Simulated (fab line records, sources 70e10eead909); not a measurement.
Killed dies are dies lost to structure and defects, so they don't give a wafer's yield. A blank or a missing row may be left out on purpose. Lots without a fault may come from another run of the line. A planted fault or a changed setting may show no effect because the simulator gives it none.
Chamber matching | flow nand_harc | NHARC_A_STAIRCASE_DESCUM_219 on rie_diel-03: 4 sister chambers
The step chemistry O2, time 3 s. 4 wafers are shown with their chamber, then 12 later ones without.

WAFERS WITH THEIR CHAMBER
wafer  | chamber | drypump_motor_current_A (A)
L090.5 | 2       | 5.2
L092.4 | 1       | 4.9
L092.5 | 3       | 6.0
L092.6 | 0       | 5.1

WAFERS WITHOUT THEIR CHAMBER
wafer  | drypump_motor_current_A (A)
L091.2 | 5.1
L091.4 | 6.0
L091.5 | 5.1
L094.1 | 5.1
L094.2 | 6.0
L094.3 | 5.2
L097.1 | 6.1
L097.4 | 4.9
L097.5 | 5.2
L096.1 | 5.2
L096.4 | 5.1
L096.6 | 4.9

WHICH CHAMBER EACH WENT THROUGH
wafer  | from the rows above | in truth
L091.2 | 0                   | 0
L091.4 | 3                   | 3
L091.5 | 0                   | 0
L094.1 | 0                   | 0
L094.2 | 3                   | 3
L094.3 | 2                   | 2
L097.1 | 3                   | 3
L097.4 | 1                   | 1
L097.5 | 2                   | 2
L096.1 | 2                   | 2
L096.4 | 0                   | 0
L096.6 | 1                   | 1
Placed correctly: 12 of 12. Can't be placed from these rows: 0. Placed wrongly: 0.
How it was worked out, from the rows above alone: a wafer's distance from a chamber is the root of the sum, over the readings, of the square of ((its reading less the chamber's mean) divided by the reading's scatter). The wafer belongs to the nearest chamber; if the next one is less than 2 further off, it can't be placed. A chamber's mean is the mean of its shown wafers. The scatter: with one shown wafer a chamber, the root of the mean of the squares of how far each hidden wafer lies from its nearest shown one.
